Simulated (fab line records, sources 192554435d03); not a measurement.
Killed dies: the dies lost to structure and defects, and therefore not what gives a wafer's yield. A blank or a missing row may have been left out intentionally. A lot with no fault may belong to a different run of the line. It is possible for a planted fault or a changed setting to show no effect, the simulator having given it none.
The same fault as seen by 2 desks | flow n5Finfet | every desk sees just its own numbers, and what lay behind them comes last

## THE METROLOGY DESK
What the gauges read, lot by lot, whatever tool the lot ran on: means of the sampled wafers that have a number. Any lot whose mean is over 4 standard deviations away from the usual mean is out of limits and marked OUT; that distance is given in the brackets. Shown are 7 of the 11 readings it has, namely the first that went out of limits plus those furthest out on some lot.
Columns: A = M4_ILD_THK at N5_BEOL_M4_THK_MEAS_01, usual 79.1 nm; B = DIBL_P at N5_BEOL_M4_RC_MEAS_101, usual 36.2 mV/V; C = IOFF_P at N5_BEOL_M4_RC_MEAS_101, usual 0.21 nA/um; D = ION_N at N5_BEOL_M4_RC_MEAS_101, usual 675 uA/um; E = SS_N at N5_BEOL_M4_RC_MEAS_101, usual 71.4 mV/dec; F = VT_N at N5_BEOL_M4_RC_MEAS_101, usual 250.2 mV; G = VT_P at N5_BEOL_M4_RC_MEAS_101, usual -251 mV
lot  | first seen here | A               | B    | C    | D   | E    | F     | G
L322 | day 8 15:49     | 79.9            | 35.5 | 0.26 | 670 | 71.0 | 250.7 | -243
L323 | day 8 18:50     | 80.1            | 36.8 | 0.23 | 686 | 72.2 | 247.7 | -248
L325 | day 9 21:17     | 79.0            | 34.3 | 0.18 | 673 | 70.7 | 252.4 | -254
L328 | day 10 14:07    | 84.2 (+5.1) OUT | 36.2 | 0.19 | 673 | 71.3 | 250.2 | -251
L331 | day 11 07:14    | 82.3            | 35.6 | 0.20 | 675 | 71.6 | 249.9 | -252
L336 | day 14 08:56    | 79.5            | 36.2 | 0.20 | 679 | 71.1 | 248.0 | -249
L339 | day 14 09:17    | 79.3            | 34.5 | 0.18 | 662 | 71.0 | 252.2 | -254
L341 | day 14 18:24    | 77.9            | 33.5 | 0.19 | 668 | 70.7 | 255.1 | -252
L344 | day 14 21:51    | 79.6            | 35.9 | 0.24 | 676 | 71.4 | 249.6 | -246
L345 | day 15 02:26    | 79.6            | 37.1 | 0.22 | 673 | 71.7 | 251.0 | -251
Finding of this desk: L328 out of limits, first seen on L328 at day 10 14:07 (M4_ILD_THK at N5_BEOL_M4_THK_MEAS_01). L322, L323, L325, L331, L336, L339, L341, L344, L345 stayed within limits.

## DESK OF THE TOOL OWNER: pecvd-01
The tool's own readings at N5_BEOL_M4_ILD_DEP_00 (deposits SiOC from DEMS/O2, target thk 79 nm, time 15.3 s): means of the sampled wafers that have a number, for each lot that ran on this tool. Any lot whose mean is over 4 standard deviations away from the usual mean is out of limits and marked OUT; that distance is given in the brackets.
Columns: A = heaterPowerW at N5_BEOL_M4_ILD_DEP_00, usual 486 W; B = showerheadPlenumPTorr at N5_BEOL_M4_ILD_DEP_00, usual 5.693 Torr; C = throttleValvePct at N5_BEOL_M4_ILD_DEP_00, usual 11.7 %
lot  | first seen here | A   | B     | C
L322 | day 8 15:44     | 509 | 5.688 | 11.4
L323 | day 8 18:46     | 509 | 5.691 | 11.3
L328 | day 10 14:03    | 488 | 5.688 | 11.4
L331 | day 11 07:10    | 462 | 5.692 | 11.2
L336 | day 14 08:52    | 510 | 5.686 | 11.5
L339 | day 14 09:13    | 506 | 5.692 | 11.1
L341 | day 14 18:20    | 476 | 5.688 | 11.5
L344 | day 14 21:47    | 520 | 5.696 | 11.0
This desk found nothing out of limits on any of the 8 lots.

## BROUGHT TOGETHER
L328 would have let the metrology desk raise an alarm at day 10 14:07.
Nothing out of limits was seen by the tool owner's desk.
The tool owner's desk has L328 on record, within its limits.
On pecvd-01, each named lot ran N5_BEOL_M4_ILD_DEP_00.

## WHAT THE SIMULATOR PUT IN
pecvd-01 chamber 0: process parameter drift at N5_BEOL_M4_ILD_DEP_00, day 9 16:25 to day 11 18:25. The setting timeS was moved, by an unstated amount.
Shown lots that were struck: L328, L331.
Hours from the fault's start to each desk's first reading out of limits: the metrology desk, 22.
